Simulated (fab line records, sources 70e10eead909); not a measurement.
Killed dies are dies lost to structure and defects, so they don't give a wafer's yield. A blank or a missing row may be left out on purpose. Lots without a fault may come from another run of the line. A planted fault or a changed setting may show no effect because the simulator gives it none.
fab line records | flow nand_harc
record lots=14 wafers=42 last_day=32
route steps=1302 shown A_STAIRCASE@744 THIN_TSV@1263 END@1302
lots that met no fault: from a run of the same line without faults
start_h: hours from the record's first day to the start of the lot's first wafer shown | wait_h: hours since the lot's step before | " the same as in the row above | L1.1+2: a row that stands for several wafers | - no value, or no start given | * or withheld: withheld | < > ~ a bound
route shown NAME@n: a module of which the file shows steps, and the number in the route of the first | usual: mean/standard deviation of fault-free wafers | same: alike in all rows | chamber/n: place in a boat | sites: the reading at each site | _std_site: their standard deviation | _edge_site: outer sites' mean less inner sites' | radius_mm: how far each site lies from the wafer's centre | mask NAME#n: copy n | behind: the tool/chamber that last shaped the wafer | hold: why the lot was held/for how many hours/how that ended | device: the transistor (n, p or np) that didn't switch | end of line: the same wafers' tests at the end of the route | a step without rows: its recipe alone | killed: dies lost to structure and defects at the first sort, not the wafer's yield | map: a wafer's dies, x killed, . not, _ none there
set.NAME: the setting as run; set.NAME@STEP: as run at that earlier step | model.NAME: the simulator's own value behind a step, which no gauge read
steps of the route over a sample of lots; a table a step, a row a wafer
services: from which hour (start_h, from the record's first day; less than 0 if before it) a tool's chamber was out of use, for how many hours, and why
## steps
# step NHARC_A_STAIRCASE_ETCH_230
# recipe target_depth_a=1000 time_s=40.5 ion_energy_ev=400 c4f8_flow_sccm=20 o2_flow_sccm=10 ar_flow_sccm=withheld rf_w=600 bias_w=1000 chemistry=C4F8/O2
# usual oes_product_au=0.950/0.016 rf_vpp_V=893/4.3
# columns lot.wafer tool chamber start_h wait_h oes_product_au rf_hours_counter_h rf_vpp_V
L575.2 rie_diel-09 2 369.11 - 0.956 11 900
L575.3 " 0 " " 0.925 15 896
L575.5 " 2 " " 0.953 - 899
L576.1 rie_diel-02 0 376.87 - 0.940 55 888
L576.5 " 0 " " 0.945 - 887
L576.6 " 1 " " 0.946 - 889
L578.4 rie_diel-09 3 410.90 - 0.971 27 902
L578.2 " 0 " " 0.950 28 896
L578.5 " 3 " " 0.977 - 900
L577.1 rie_diel-12 1 417.06 - 0.964 45 893
L577.6 " 2 " " 0.963 - 894
L577.5 " 3 " " 0.965 - 894
L579.4 rie_diel-12 1 417.45 - 0.966 45 892
L579.2 " 2 " " 0.966 46 895
L579.5 " 1 " " 0.968 - 893
L580.3 rie_diel-12 1 417.86 - 0.947 45 892
L580.4 " 2 " " 0.953 46 894
L580.6 " 0 " " 0.939 - 890
L581.4 rie_diel-12 0 437.81 - 0.956 57 887
L581.6 " 3 " " 0.952 - 894
L581.5 " 0 " " 0.952 - 888
L582.4 rie_diel-09 1 454.36 - 0.921 35 900
L582.1 " 2 " " 0.928 36 899
L582.5 " 1 " " 0.917 - 900
L584.4 rie_diel-12 3 468.59 - 0.939 4 894
L584.3 " 1 " " 0.941 3 891
L584.2 " 2 " " 0.975 3 893
L585.1 rie_diel-12 1 475.84 - 0.943 6 893
L585.4 " 2 " " 0.958 5 893
L585.5 " 3 " " 0.943 - 893
L586.1 rie_diel-02 2 475.95 - 0.930 28 893
L586.2 " 3 " " 0.941 26 890
L586.5 " 1 " " 0.929 - 890
L588.3 rie_diel-12 3 514.59 - 0.956 23 893
L588.1 " 0 " " 0.965 24 887
L588.4 " 2 " " 0.960 21 893
L592.2 rie_diel-12 2 537.95 - 0.925 32 893
L592.1 " 3 " " 0.942 36 893
L592.4 " 0 " " 0.934 34 889
L591.3 rie_diel-12 1 542.58 - 0.965 31 892
L591.1 " 2 " " 0.979 34 894
L591.5 " 0 " " 0.971 - 887
# step NHARC_THIN_TSV_ETCH_15
# recipe target_depth_a=30000 bosch_target_overetch_cycles=2 bosch_etch_step_s=2.8 bosch_dep_step_s=1.2 bosch_cycles=14
# usual drypump_motor_current_A=5.4/0.43
# same bosch_etch_step_s=2.8
# columns lot.wafer tool chamber start_h wait_h drypump_motor_current_A rf_hours_counter_h
L576.1 rie_si-02 1 579.38 - 5.2 0.63
L576.6 " 3 " " 5.8 -
L576.5 " 0 " " 4.9 -
L575.3 rie_si-05 3 582.96 - 5.9 0.59
L575.2 " 0 " " 4.8 0.63
L575.5 " 2 " " 5.7 -
L578.4 rie_si-05 1 608.65 - 4.9 0.71
L578.2 " 2 " " 5.8 0.68
L578.5 " 1 " " 4.9 -
L579.2 rie_si-02 0 614.38 - 4.9 0.97
L579.4 " 2 " " 5.6 0.89
L579.5 " 1 " " 5.2 -
L577.1 rie_si-03 0 615.58 - 5.7 0.20
L577.5 " 0 " " 5.7 -
L577.6 " 1 " " 5.7 -
L580.4 rie_si-03 0 617.91 - 5.7 0.25
L580.3 " 3 " " 6.1 0.20
L580.6 " 0 " " 5.7 -
L581.4 rie_si-05 0 624.83 - 4.8 0.86
L581.5 " 3 " " 5.9 -
L581.6 " 0 " " 4.8 -
L582.4 rie_si-03 2 635.66 - 5.2 0.31
L582.1 " 1 " " 5.7 0.35
L582.5 " 3 " " 6.1 -
L584.2 rie_si-03 2 649.02 - 5.2 0.38
L584.4 " 3 " " 6.2 0.40
L584.3 " 0 " " 5.7 0.42
L585.4 rie_si-03 2 658.60 - 5.2 0.45
L585.1 " 1 " " 5.7 0.50
L585.5 " 3 " " 6.1 -
L586.1 rie_si-02 0 659.81 - 4.9 0.12
L586.2 " 1 " " 5.2 0.08
L586.5 " 1 " " 5.2 -
L588.4 rie_si-02 1 698.40 - 5.2 0.27
L588.3 " 3 " " 5.8 0.27
L588.1 " 0 " " 4.9 0.26
L592.1 rie_si-05 2 737.67 - 5.8 0.43
L592.4 " 0 " " 4.8 0.39
L592.2 " 1 " " 4.9 0.35
L591.3 rie_si-02 2 747.22 - 5.6 0.67
L591.1 " 1 " " 5.2 0.57
L591.5 " 0 " " 4.9 -
# step NHARC_THIN_TSV_DEP_47
# recipe target_thk_a=2000 temp_c=withheld pressure_torr=6.5 rf_w=900 teos_flow_sccm=161.4 flow_sccm=2650 target_thk_nm=200 gas=O2 material=SiO2
# usual throttle_valve_pct=16.1/0.49
# columns lot.wafer tool chamber start_h wait_h throttle_valve_pct
L576.1 pecvd-04 0 580.37 - 15.6
L576.6 " 0 " " 15.8
L576.5 " 1 " " 16.5
L575.2 pecvd-04 1 584.02 - 16.4
L575.3 " 1 " " 16.3
L575.5 " 0 " " 15.9
L578.2 pecvd-03 0 609.87 - 15.6
L578.5 " 0 " " 15.8
L578.4 " 1 " " 15.7
L579.2 pecvd-01 1 615.45 - 16.5
L579.5 " 2 " " 16.3
L579.4 " 0 " " 16.3
L577.1 pecvd-03 0 616.68 - 15.8
L577.5 " 1 " " 15.6
L577.6 " 0 " " 15.8
L580.3 pecvd-04 0 618.93 - 15.9
L580.6 " 1 " " 16.6
L580.4 " 2 " " 16.8
L581.6 pecvd-04 2 625.97 - 16.4
L581.4 " 0 " " 15.8
L581.5 " 1 " " 16.6
L582.1 pecvd-01 2 636.72 - 16.6
L582.5 " 1 " " 16.4
L582.4 " 2 " " 16.5
L584.2 pecvd-03 0 650.28 - 16.1
L584.3 " 1 " " 15.6
L584.4 " 0 " " 15.9
L585.1 pecvd-04 0 659.62 - 15.3
L585.5 " 0 " " 15.5
L585.4 " 1 " " 17.1
L586.1 pecvd-04 2 660.82 - 15.6
L586.2 " 0 " " 15.2
L586.5 " 0 " " 15.6
L588.1 pecvd-04 0 699.62 - 15.3
L588.3 " 1 " " 17.0
L588.4 " 2 " " 15.9
L592.2 pecvd-01 2 738.75 - 16.2
L592.1 " 1 " " 16.0
L592.4 " 1 " " 16.1
L591.3 pecvd-04 1 748.40 - 17.4
L591.1 " 2 " " 15.9
L591.5 " 0 " " 15.5
# step NHARC_THIN_TSV_CD_MEAS_33
# recipe target_cd_nm=5000 landing_energy_ev=500
# usual cd_nm=4999.9/2.2
# same landing_energy_ev=500
# columns lot.wafer tool chamber start_h wait_h cd_nm
L576.1 cd_sem-02 0 584.47 - 4997.2
L576.5 " 0 " " 5004.2
L576.6 " 0 " " 5005.0
L575.2 cd_sem-03 0 588.07 - 4997.1
L575.3 " 0 " " 4997.3
L575.5 " 0 " " 5000.9
L578.2 cd_sem-03 0 613.95 - 4997.0
L578.4 " 0 " " 4996.8
L578.5 " 0 " " 4996.1
L579.2 cd_sem-02 0 619.40 - 5001.6
L579.4 " 0 " " 5000.5
L579.5 " 0 " " 4997.8
L577.1 cd_sem-03 0 620.54 - 5003.4
L577.5 " 0 " " 5002.0
L577.6 " 0 " " 5002.7
L580.3 cd_sem-02 0 623.01 - 4995.8
L580.4 " 0 " " 4999.3
L580.6 " 0 " " 4998.1
L581.4 cd_sem-01 0 629.92 - 5001.4
L581.5 " 0 " " 5001.6
L581.6 " 0 " " 4999.0
L582.1 cd_sem-02 0 640.73 - 4997.7
L582.4 " 0 " " 5000.7
L582.5 " 0 " " 4996.8
L584.2 cd_sem-03 0 654.31 - 5000.7
L584.3 " 0 " " 4999.2
L584.4 " 0 " " 4997.3
L585.1 cd_sem-01 0 663.69 - 4996.1
L585.4 " 0 " " 4999.8
L585.5 " 0 " " 5000.2
L586.1 cd_sem-01 0 664.97 - 5002.4
L586.2 " 0 " " 4999.8
L586.5 " 0 " " 5001.5
L588.1 cd_sem-02 0 703.73 - 4999.7
L588.3 " 0 " " 4999.1
L588.4 " 0 " " 5001.6
L592.1 cd_sem-02 0 742.95 - 5000.4
L592.2 " 0 " " 4996.0
L592.4 " 0 " " 4996.2
L591.1 cd_sem-02 0 752.79 - 5001.7
L591.3 " 0 " " 5001.8
L591.5 " 0 " " 5003.5
# step NHARC_END_SORT_01
# recipe temp_c=25
# usual killed_at_array=59/21 killed_at_other=1.0/1.1 killed_at_periphery=4.0/2.6 killed_dies=64/21 killed_open=3.2/1.7 killed_short=2.5/1.5
# same gross_dies=677
# columns lot.wafer tool chamber start_h wait_h killed_at_array killed_at_other killed_at_periphery killed_dies killed_open killed_short
L592.1 prober-01 0 752.22 2.5 126 0 5 131 6 2
L592.2 prober-01 0 753.00 2.7 143 1 6 150 4 0
L592.4 prober-01 0 754.57 3.3 108 0 2 110 3 6
L591.1 prober-01 0 764.43 2.5 193 2 4 199 2 2
L591.3 prober-01 0 766.01 3.1 184 1 0 185 4 1
L591.5 prober-01 0 767.60 3.7 129 0 7 136 0 1
# killed by level:class
L592.1 A_STAIRCASE:unspecified=67 A_CHANNEL_HOLE_D2:chamber_film_flake=23 A_CHANNEL_HOLE_D1:chamber_film_flake=15 A_CONTACT:chamber_film_flake=6 A_SLIT:chamber_film_flake=4 A_CHANNEL_FILL_D1:geometric_particle:open=2 P_STI:chamber_film_flake=2 A_WL_FILL:chamber_film_flake=2
L592.2 A_STAIRCASE:unspecified=94 A_CHANNEL_HOLE_D1:chamber_film_flake=18 A_CHANNEL_HOLE_D2:chamber_film_flake=16 A_SLIT:chamber_film_flake=7 A_CONTACT:chamber_film_flake=5 P_M1:chamber_film_flake=3 P_GATE:geometric_particle:open=1 P_CONTACT:geometric_particle:open=1
L592.4 A_STAIRCASE:unspecified=54 A_CHANNEL_HOLE_D2:chamber_film_flake=22 A_CHANNEL_HOLE_D1:chamber_film_flake=11 A_SLIT:chamber_film_flake=4 A_CONTACT:chamber_film_flake=3 P_M1:chamber_film_flake=2 A_STAIRCASE:chamber_film_flake=2 A_ONON_D1:geometric_particle:short=1
L591.1 A_STAIRCASE:unspecified=93 A_CHANNEL_HOLE_D1:chamber_film_flake=35 A_CHANNEL_HOLE_D2:chamber_film_flake=28 A_SLIT:chamber_film_flake=22 A_CONTACT:chamber_film_flake=7 P_GATE:chamber_film_flake=2 THIN_TSV:chamber_film_flake=2 P_CONTACT:geometric_particle:open=1
L591.3 A_STAIRCASE:unspecified=92 A_SLIT:chamber_film_flake=29 A_CHANNEL_HOLE_D1:chamber_film_flake=28 A_CHANNEL_HOLE_D2:chamber_film_flake=22 A_CONTACT:chamber_film_flake=3 A_M0:geometric_particle:open=2 A_CHANNEL_FILL_D2:chamber_film_flake=2 A_STAIRCASE:chamber_film_flake=2
L591.5 A_STAIRCASE:unspecified=47 A_SLIT:chamber_film_flake=31 A_CHANNEL_HOLE_D1:chamber_film_flake=22 A_CHANNEL_HOLE_D2:chamber_film_flake=20 A_CONTACT:chamber_film_flake=4 P_STI:chamber_film_flake=3 P_GATE:chamber_film_flake=3 P_STI:geometric_particle:short=1
## services
# columns tool chamber start_h hours kind
rie_si-03 1 387.33 1.4 repair
rie_si-05 - 387.71 0.4 repair
rie_si-05 2 393.15 1.6 repair
rie_diel-12 3 397.22 12.4 repair
rie_si-03 - 398.00 9.0 pm
rie_si-05 - 410.12 0.1 repair
rie_si-02 0 417.16 7.2 repair
rie_si-05 - 425.09 0.7 repair
pecvd-04 - 446.41 1.7 repair
pecvd-04 - 450.00 13.0 pm
rie_si-02 - 454.00 9.0 pm
rie_si-03 2 502.88 5.8 repair
rie_si-03 3 520.49 6.5 repair
rie_si-03 3 567.82 5.3 repair
rie_si-03 - 575.00 9.0 pm
pecvd-04 2 579.90 6.9 repair
rie_diel-12 0 616.67 2.9 repair
rie_diel-12 - 626.16 9.0 pm
pecvd-04 - 631.00 13.0 pm
rie_si-02 - 631.00 9.0 pm
rie_si-02 - 666.69 1.6 repair
pecvd-04 1 668.19 12.6 repair
pecvd-04 2 729.63 7.0 repair
rie_si-02 3 746.43 2.2 repair
## key
first_sign step=NHARC_END_SORT_01 reading=killed_at_array direction=up sigmas=4.2 usual=59 struck=147 wafers_moved=5
effect step=NHARC_END_SORT_01 reading=killed_dies direction=up sigmas=4.1 usual=64 struck=152 wafers_moved=5
more_kills_born_at NHARC_A_STAIRCASE_ETCH_230@rie_diel-12=447
met_at NHARC_A_STAIRCASE_ETCH_230
struck_lots L591,L592
tester_left_out L591,L592
not_acting_at NHARC_THIN_TSV_ETCH_15,NHARC_THIN_TSV_DEP_47,NHARC_THIN_TSV_CD_MEAS_33
onset_between 514.59 537.95
also_fits time
fault kind=chamber_particle_source tool=rie_diel-12 chamber=- onset_h=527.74 steps=NHARC_A_STAIRCASE_ETCH_230 rate_per_visit_cm2=1.503 end_h=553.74
# tester_left_out: of these lots the tester's yield and bins aren't shown, on N5 and GAA mostly nor the transistor test; their killed dies are dies lost to structure and defects alone, not to doping, threshold or leakage, so they don't give the yield
